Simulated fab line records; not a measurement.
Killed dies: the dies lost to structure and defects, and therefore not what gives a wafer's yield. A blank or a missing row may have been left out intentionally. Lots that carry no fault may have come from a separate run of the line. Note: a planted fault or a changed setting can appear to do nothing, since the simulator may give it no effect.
Check for tools in common :: flow nand_harc :: Sample size 12 lots and 36 wafers

WHAT PROMPTED THE OPENING
Flagged at NHARC_P_M0_CD_MEAS_09: reading cd_nm, on 2 of 12 lots. Fault-free wafers read 90.0 nm, with a standard deviation of 0.62.
Rule: a lot is flagged when every wafer of it that has a number lies more than 4 standard deviations from that mean, or none has a number. As for the other lots, they are considered sound.

lot: L907
measured: day 5 22:55
on: cd_sem-02
cd_nm (nm), wafer by wafer: 90.9 90.9 90.5
flag: 

lot: L908
measured: day 6 11:30
on: cd_sem-02
cd_nm (nm), wafer by wafer: 88.9 88.6 88.6
flag: 

lot: L911
measured: day 6 19:28
on: cd_sem-02
cd_nm (nm), wafer by wafer: 90.9 90.3 90.3
flag: 

lot: L913
measured: day 7 01:13
on: cd_sem-01
cd_nm (nm), wafer by wafer: 89.2 89.0 89.5
flag: 

lot: L912
measured: day 7 02:05
on: cd_sem-03
cd_nm (nm), wafer by wafer: 89.7 89.9 89.8
flag: 

lot: L914
measured: day 7 12:22
on: cd_sem-02
cd_nm (nm), wafer by wafer: 89.8 90.5 90.7
flag: 

lot: L920
measured: day 9 00:24
on: cd_sem-01
cd_nm (nm), wafer by wafer: 103.3 104.1 103.0
flag: FLAGGED

lot: L919
measured: day 9 01:46
on: cd_sem-03
cd_nm (nm), wafer by wafer: 90.1 90.1 90.4
flag: 

lot: L922
measured: day 9 17:31
on: cd_sem-03
cd_nm (nm), wafer by wafer: 103.2 103.8 103.0
flag: FLAGGED

lot: L923
measured: day 10 00:56
on: cd_sem-03
cd_nm (nm), wafer by wafer: 90.4 90.3 91.2
flag: 

lot: L928
measured: day 11 00:49
on: cd_sem-03
cd_nm (nm), wafer by wafer: 90.6 90.5 90.4
flag: 

lot: L929
measured: day 11 01:25
on: cd_sem-01
cd_nm (nm), wafer by wafer: 89.6 90.2 89.9
flag: 
The numbers of the flagged lots are 103.4 nm on average: +13.4 nm against the usual, or +22 standard deviations.

WHICH TOOL EACH LOT WENT THROUGH
The record holds 2 process steps before the reading, out of a route of 1159 steps. Read each cell as the tool, then ch plus the chambers that the sampled wafers visited, then the start.
lot: L907
flag: 
NHARC_P_CONTACT_ALD_22: ald_metal-04 ch 0,1, day 5 15:00
NHARC_P_M0_PEB_07: litho_track-04 ch 0, day 5 22:50

lot: L908
flag: 
NHARC_P_CONTACT_ALD_22: ald_metal-03 ch 1,2, day 6 07:34
NHARC_P_M0_PEB_07: litho_track-06 ch 0, day 6 11:25

lot: L911
flag: 
NHARC_P_CONTACT_ALD_22: ald_metal-01 ch 1,2,3, day 6 16:07
NHARC_P_M0_PEB_07: litho_track-04 ch 0, day 6 19:22

lot: L913
flag: 
NHARC_P_CONTACT_ALD_22: ald_metal-03 ch 1,2, day 6 23:03
NHARC_P_M0_PEB_07: litho_track-01 ch 0, day 7 01:08

lot: L912
flag: 
NHARC_P_CONTACT_ALD_22: ald_metal-01 ch 1,3, day 6 23:57
NHARC_P_M0_PEB_07: litho_track-01 ch 0, day 7 02:00

lot: L914
flag: 
NHARC_P_CONTACT_ALD_22: ald_metal-04 ch 0,2, day 7 10:11
NHARC_P_M0_PEB_07: litho_track-01 ch 0, day 7 12:17

lot: L920
flag: FLAGGED
NHARC_P_CONTACT_ALD_22: ald_metal-04 ch 0,3, day 8 22:16
NHARC_P_M0_PEB_07: litho_track-04 ch 0, day 9 00:19

lot: L919
flag: 
NHARC_P_CONTACT_ALD_22: ald_metal-04 ch 0,1,3, day 8 23:37
NHARC_P_M0_PEB_07: litho_track-06 ch 0, day 9 01:40

lot: L922
flag: FLAGGED
NHARC_P_CONTACT_ALD_22: ald_metal-01 ch 0,1,3, day 9 07:43
NHARC_P_M0_PEB_07: litho_track-04 ch 0, day 9 17:26

lot: L923
flag: 
NHARC_P_CONTACT_ALD_22: ald_metal-03 ch 0,1, day 9 18:32
NHARC_P_M0_PEB_07: litho_track-06 ch 0, day 10 00:52

lot: L928
flag: 
NHARC_P_CONTACT_ALD_22: ald_metal-04 ch 0,1, day 10 22:30
NHARC_P_M0_PEB_07: litho_track-06 ch 0, day 11 00:44

lot: L929
flag: 
NHARC_P_CONTACT_ALD_22: ald_metal-01 ch 0,1,2, day 10 23:09
NHARC_P_M0_PEB_07: litho_track-01 ch 0, day 11 01:20
What the steps here do:
- NHARC_P_CONTACT_ALD_22: deposits TiN, target thk 3 nm, pulse time 1 s, ald cycles 150.
- NHARC_P_M0_PEB_07: peb time 65 s.
- NHARC_P_M0_CD_MEAS_09: target cd 90 nm.

FLAGGED OVER TOTAL, TOOL BY TOOL (the gauges that took the reading come last)
step: NHARC_P_CONTACT_ALD_22
tool: ald_metal-01
lots run: 4
flagged: 1
share of the flagged lots: some
sound lots run after its first flagged lot: 1 (L929)

step: NHARC_P_CONTACT_ALD_22
tool: ald_metal-03
lots run: 3
flagged: 0
share of the flagged lots: none
sound lots run after its first flagged lot: -

step: NHARC_P_CONTACT_ALD_22
tool: ald_metal-04
lots run: 5
flagged: 1
share of the flagged lots: some
sound lots run after its first flagged lot: 2 (L919,L928)

step: NHARC_P_M0_PEB_07
tool: litho_track-01
lots run: 4
flagged: 0
share of the flagged lots: none
sound lots run after its first flagged lot: -

step: NHARC_P_M0_PEB_07
tool: litho_track-04
lots run: 4
flagged: 2
share of the flagged lots: all
sound lots run after its first flagged lot: 0

step: NHARC_P_M0_PEB_07
tool: litho_track-06
lots run: 4
flagged: 0
share of the flagged lots: none
sound lots run after its first flagged lot: -

step: NHARC_P_M0_CD_MEAS_09
tool: cd_sem-01
lots run: 3
flagged: 1
share of the flagged lots: some
sound lots run after its first flagged lot: 1 (L929)

step: NHARC_P_M0_CD_MEAS_09
tool: cd_sem-02
lots run: 4
flagged: 0
share of the flagged lots: none
sound lots run after its first flagged lot: -

step: NHARC_P_M0_CD_MEAS_09
tool: cd_sem-03
lots run: 5
flagged: 1
share of the flagged lots: some
sound lots run after its first flagged lot: 2 (L923,L928)

WHAT THE TABLE ALLOWS
In the table, 1 row covers all flagged lots: litho_track-04 at NHARC_P_M0_PEB_07.
- litho_track-04 at NHARC_P_M0_PEB_07: 2 of its 4 lots flagged. A fault beginning between L911 (day 6 19:22), its last sound lot, and L920 (day 9 00:19), its first flagged one, fits the data. Its own readings lie more than 4 standard deviations out on every wafer of the flagged lots: heater_power_total_W, plate_temp_C.
Just one tool remains: litho_track-04 at NHARC_P_M0_PEB_07.

WHAT HAD BEEN PUT IN BY THE SIMULATOR
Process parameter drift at NHARC_P_M0_PEB_07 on litho_track-04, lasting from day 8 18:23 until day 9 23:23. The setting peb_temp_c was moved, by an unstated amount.
Lots struck among those shown: L920, L922. The rule given above showed the same thing.
